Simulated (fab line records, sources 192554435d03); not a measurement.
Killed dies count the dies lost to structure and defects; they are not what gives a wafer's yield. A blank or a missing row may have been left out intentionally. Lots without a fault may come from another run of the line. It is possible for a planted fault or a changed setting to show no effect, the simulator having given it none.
Which tool was responsible?	flow n5 finfet	10 lots with 28 wafers sampled at 5 steps, on a route of 1938 steps

WHAT THE GAUGES SHOWED, per wafer
N5_BEOL_M4_RC_MEAS_101. Usual: DIBL_N 36.0 mV/V, standard deviation 1.7; DIBL_P 36.2 mV/V, standard deviation 2.3; IOFF_N 0.16 nA/um, standard deviation 0.03; IOFF_P 0.21 nA/um, standard deviation 0.036; ION_N 679 uA/um, standard deviation 11; ION_P 465 uA/um, standard deviation 7.1; SS_N 71.4 mV/dec, standard deviation 0.58; SS_P 73.3 mV/dec, standard deviation 0.75; VT_N 249 mV, standard deviation 3.1; VT_P -251 mV, standard deviation 3.5.
lot	measured	on	DIBL_N (mV/V)	DIBL_P (mV/V)	IOFF_N (nA/um)	IOFF_P (nA/um)	ION_N (uA/um)	ION_P (uA/um)	SS_N (mV/dec)	SS_P (mV/dec)	VT_N (mV)	VT_P (mV)	flag
L483	day 8 21:14	prober-01	33.9 32.7 35.4	33.3 31.5 35.5	0.14 0.12 0.15	0.19 0.17 0.21	673 665 683	461 459 467	71.0 70.9 70.4	73.1 72.2 72.8	248 252 249	-250 -253 -249	
L482	day 8 23:01	prober-02	35.5 38.1 38.1	34.9 37.4 38.4	0.14 0.18 0.19	0.22 0.26 0.28	681 683 691	465 468 471	71.0 71.8 71.3	73.4 73.6 73.9	248 248 245	-249 -246 -247	
L484	day 9 03:38	prober-01	35.6 35.3 34.7	34.1 33.5 32.8	0.13 0.13 0.12	0.19 0.18 0.17	674 663 664	466 456 458	70.8 70.8 70.5	73.0 74.0 72.7	251 251 250	-250 -252 -253	
L486	day 9 14:35	prober-01	34.5 35.3 32.5	36.6 36.7 32.8	0.17 0.18 0.12	0.26 0.25 0.18	682 685 666	477 473 460	70.6 71.1 70.1	72.9 72.7 71.6	245 245 253	-245 -245 -249	
L488	day 9 15:16	prober-02	36.0 36.5 37.4	36.1 37.2 38.2	0.16 0.17 0.18	0.22 0.23 0.25	680 685 682	466 469 469	71.1 71.6 72.0	73.6 73.7 74.6	250 247 248	-249 -246 -248	
L493	day 11 10:43	prober-01	33.8 36.4 33.5	34.2 37.2 33.8	0.14 0.19 0.14	0.20 0.24 0.19	687 695 684	469 475 473	71.0 72.4 70.9	72.1 73.2 73.0	248 242 249	-251 -249 -251	
L496	day 11 20:20	prober-02	36.4 35.0 39.0	36.9 34.7 40.1	0.16 0.14 0.22	0.22 0.18 0.26	679 657 684	467 456 472	71.7 71.7 71.9	73.8 72.3 74.4	252 252 246	-250 -252 -248	
L500	day 12 16:13	prober-02	39.7 36.6 36.5	41.2 37.7 37.4	0.23 0.15 0.15	0.28 0.22 0.20	703 672 681	477 469 469	72.0 71.9 71.9	73.9 73.8 72.5	244 249 249	-247 -250 -250	
L501	day 12 20:01	prober-02	36.7 34.3	39.3 35.5	0.20 0.14	0.22 0.16	691 679	467 456	71.7 71.2	73.9 72.3	244 250	-252 -255	
L504	day 14 09:19	prober-02	40.8 36.5	43.6 37.9	0.28 0.16	0.32 0.22	701 672	481 462	72.3 72.2	74.5 72.9	241 253	-247 -250	

WHAT TOOL EACH LOT RAN ON (gives the tool, then ch and the chambers of the sampled wafers, and finally the start)
lot	N5_BEOL_M0_HM_OPEN_105	N5_BEOL_M0_SURFACE_TREAT_137	N5_BEOL_M0_CVD_115	N5_BEOL_M0_ANNEAL_119
L483	rie metal-02 ch 0,1, day 6 20:27	pvd sputter-01, day 7 05:01	cvd co-02 ch 0,1,2, day 7 05:17	rtp anneal-01 ch 0, day 7 06:05
L482	rie metal-01 ch 0,1, day 6 20:28	pvd sputter-03, day 7 00:58	cvd co-01 ch 0,2, day 7 01:16	rtp anneal-02 ch 0, day 7 05:55
L484	rie metal-03 ch 0,1, day 6 21:46	pvd sputter-03, day 7 05:44	cvd co-02 ch 0,1,2, day 7 05:47	rtp anneal-02 ch 0, day 7 06:32
L486	rie metal-03 ch 0,1, day 6 22:39	pvd sputter-02, day 7 06:01	cvd co-01 ch 1, day 7 06:05	rtp anneal-01 ch 0, day 7 07:01
L488	rie metal-01 ch 0,1, day 7 08:01	pvd sputter-01, day 7 11:23	cvd co-02 ch 0,1, day 7 11:34	rtp anneal-02 ch 0, day 7 13:36
L493	rie metal-01 ch 0, day 8 21:21	pvd sputter-01, day 8 23:00	cvd co-02 ch 1,2, day 8 23:17	rtp anneal-02 ch 0, day 9 01:22
L496	rie metal-02 ch 0,1, day 9 06:56	pvd sputter-01, day 9 08:32	cvd co-02 ch 0,1,2, day 9 08:37	rtp anneal-01 ch 0, day 9 11:17
L500	rie metal-01 ch 0,1, day 10 12:47	pvd sputter-03, day 10 14:31	cvd co-01 ch 0,1,2, day 10 14:48	rtp anneal-02 ch 0, day 10 15:29
L501	rie metal-03 ch 0, day 10 15:58	pvd sputter-03, day 10 19:30	cvd co-01 ch 0,1, day 10 19:42	rtp anneal-02 ch 0, day 10 20:34
L504	rie metal-01 ch 0,1, day 11 23:10	pvd sputter-02, day 12 02:50	cvd co-01 ch 0,2, day 12 02:56	rtp anneal-01 ch 0, day 12 03:41
- N5_BEOL_M0_HM_OPEN_105: chemistry Cl2/BCl3, target TiN, target depth 12 nm.
- N5_BEOL_M0_SURFACE_TREAT_137
- N5_BEOL_M0_CVD_115: deposits Co from CCTBA/H2, time 120 s.
- N5_BEOL_M0_ANNEAL_119: time 90 s.

AS READ BY THE TOOLS THEMSELVES (means over the sampled wafers that have a number; for cases with no such wafer, the mark the record gives instead)
N5_BEOL_M0_HM_OPEN_105. Usual: drypump motor current A 5.7 A, standard deviation 0.68; oes product au 0.85 a.u., standard deviation 0.1; throttle valve pct 21.8 %, standard deviation 0.35.
lot	tool	drypump motor current A (A)	oes product au (a.u.)	throttle valve pct (%)	flag
L483	rie metal-02	5.7	0.76	22.0	
L482	rie metal-01	5.8	0.72	21.6	
L484	rie metal-03	6.3	0.90	21.8	
L486	rie metal-03	6.3	0.90	21.8	
L488	rie metal-01	5.2	0.82	21.8	
L493	rie metal-01	4.7	0.90	22.0	
L496	rie metal-02	5.9	0.76	22.1	
L500	rie metal-01	5.7	0.96	21.4	
L501	rie metal-03	6.2	0.89	21.8	
L504	rie metal-01	5.5	0.92	21.6	

N5_BEOL_M0_CVD_115. Usual: 143.2 s for run length s, sd 0.67.
lot	tool	run length s (s)	flag
L483	cvd co-02	143.2	
L482	cvd co-01	143.0	
L484	cvd co-02	143.2	
L486	cvd co-01	143.8	
L488	cvd co-02	143.1	
L493	cvd co-02	99.1	OFF
L496	cvd co-02	98.8	OFF
L500	cvd co-01	143.1	
L501	cvd co-01	143.2	
L504	cvd co-01	143.2	

N5_BEOL_M0_ANNEAL_119. Usual: 226.4 for wafer_temp_C_max, sd 0.7.
lot	tool	wafer_temp_C_max	flag
L483	rtp anneal-01	227.1	
L482	rtp anneal-02	225.9	
L484	rtp anneal-02	225.8	
L486	rtp anneal-01	227.0	
L488	rtp anneal-02	225.7	
L493	rtp anneal-02	225.7	
L496	rtp anneal-01	226.9	
L500	rtp anneal-02	225.7	
L501	rtp anneal-02	225.8	
L504	rtp anneal-01	227.1	

THE ANSWER, worked out from the rows above alone
Rule: a lot is off if the mean of its wafers that have a number lies more than 3 standard deviations from the usual mean. A lot without any number at a reading at which 4 lots or more have one is off too. Any other lot the step has rows for is counted as sound. First the gauges in route order, then the tools' own readings, where a lot's mean is used as printed above. At the first step where some lot is off, the reading lying furthest off is the one used; lots without a number count as furthest.
Off, at N5_BEOL_M0_CVD_115 on run length s: L493, L496.
A tool fits if, at that step or a process step before it, it ran every lot that is off, and no sound lot after the first of them. 2 tools fit, pvd sputter-01 at N5_BEOL_M0_SURFACE_TREAT_137 and cvd co-02 at N5_BEOL_M0_CVD_115, so this cannot tell which one it is.

WHAT WAS PUT IN BY THE SIMULATOR
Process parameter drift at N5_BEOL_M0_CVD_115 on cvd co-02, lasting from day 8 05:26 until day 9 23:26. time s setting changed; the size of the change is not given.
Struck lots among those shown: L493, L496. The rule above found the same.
